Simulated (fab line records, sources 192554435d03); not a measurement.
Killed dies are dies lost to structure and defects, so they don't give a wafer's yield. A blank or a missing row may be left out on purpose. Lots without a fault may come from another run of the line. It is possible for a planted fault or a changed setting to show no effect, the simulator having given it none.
Split-lot experiment	flow n5Finfet	21 wafers read across 7 lots, on a route 1938 steps long

## THE SPLIT
At N5_BEOL_M6_ILD_DEP_00 (deposits SiCOH lowk from DEMS/porogen, target thk 179.75 nm, time 33.4 s), the setting timeS was moved away from the recipe's 33.4 s on 9 of the 21 wafers read, by -11.6% to -4.2%. For the rest of the wafers, this setting stayed at what the recipe calls for.

## FROM THE SPLIT TO THE READING: what the file shows between them, 1 step
- N5_BEOL_M6_CURE_74: cures SiCOH lowk, time 240 s

## THE READING
M6_ILD_THK at N5_BEOL_M6_THK_MEAS_01, in nm. On this fab line, fault-free wafers typically give 155.4 nm with a standard deviation of 2.2 nm.

wafer	tool, chamber at the split	timeS as run, s	against the recipe	M6_ILD_THK, nm	against lot-mates on the recipe
L077.1	pecvd-01, 2	33.4	recipe	156.1	-
L077.2	pecvd-01, 0	33.4	recipe	154.3	-
L077.3	pecvd-01, 1	33.4	recipe	154.0	-
L081.1	pecvd-01, 1	33.4	recipe	154.8	-
L081.4	pecvd-01, 2	31.88	-4.6%	153.7	-3.5
L081.5	pecvd-01, 1	33.4	recipe	159.6	-
L084.4	pecvd-02, 1,0	29.81	-10.7%	139.9	no lot-mate on the recipe
L084.5	pecvd-02, 1	29.81	-10.7%	138.7	no lot-mate on the recipe
L084.6	pecvd-02, 1,0	29.81	-10.7%	140.2	no lot-mate on the recipe
L086.1	pecvd-04, 2	33.4	recipe	155.8	-
L086.3	pecvd-04, 0	33.4	recipe	151.6	-
L086.5	pecvd-04, 2	29.53	-11.6%	136.7	-17.0
L088.4	pecvd-02, 2	33.4	recipe	158.0	-
L088.5	pecvd-02, 0	31.99	-4.2%	149.5	-8.5
L088.6	pecvd-02, 1	31.99	-4.2%	146.8	-11.2
L091.1	pecvd-04, 2	33.4	recipe	153.9	-
L091.2	pecvd-04, 0	33.4	recipe	153.0	-
L091.5	pecvd-04, 1	33.4	recipe	157.0	-
L094.1	pecvd-01, 1	30.66	-8.2%	141.6	-14.0
L094.3	pecvd-01, 0	30.66	-8.2%	142.5	-13.1
L094.5	pecvd-01, 1	33.4	recipe	155.6	-
When a row names more than one chamber, that row covers several wafers, and the file does not tell which wafer ran in which chamber.

THE FIT
A straight line over all 21 wafers: M6_ILD_THK changes by +1.51 nm for each +1% of timeS; r = +0.96; the points scatter about the line by 2.2 nm.
The same after taking each lot's own level away (the mean of its wafers on the recipe; 18 wafers): +1.57 nm for each +1%; r = +0.94; scatter 2.1 nm.
Per that fit: largest timeS move, reading shift of 18 nm.
The span of the lots' own levels, 153.70 to 158.00 nm, comes to 2.0 times the standard deviation stated above.
So the lot-to-lot level changes the slope little: the two slopes agree.
Check: for one of the wafers moved furthest among these (-11.6%), held out of the fit, the line's prediction against its lot-mates is -19.5 nm. Against them it came out at -17 nm.

## THE OTHER SPLITS THESE WAFERS WENT THROUGH
Other splits were also applied to these wafers ahead of the reading. Each is held against what the fit with the lots' levels taken away leaves over:
other split on the same wafers	wafers away from the commonest value	r with M6_ILD_THK (lot level and that fit taken away)
N5_BEOL_M4_SPUTTER_96 timeS	8	-0.21

## THE WHOLE CHAIN: every reading that the file lists as answering this split, in the file's order
step	what it does	reading	change (the file's fit)	r (the file's)
N5_BEOL_M6_ILD_DEP_00	deposits SiCOH lowk from DEMS/porogen, target thk 179.75 nm, time 33.4 s	SiCOH_lowk_of_BEOL_M6_ILD_DEP_00.thkNm (the simulator's own value, which no gauge read)	+1.75 nm for each +1% of the setting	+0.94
N5_BEOL_M6_CURE_74	cures SiCOH lowk, time 240 s	SiCOH_lowk_of_BEOL_M6_ILD_DEP_00.thkNm (the simulator's own value, which no gauge read)	+1.52 nm for each +1% of the setting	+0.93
N5_BEOL_M6_THK_MEAS_01		M6_ILD_THK	+1.52 for each +1% of the setting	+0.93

## FILE'S OWN FIT
M6_ILD_THK changes by +1.52 nm for each +1% of timeS, r = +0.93.
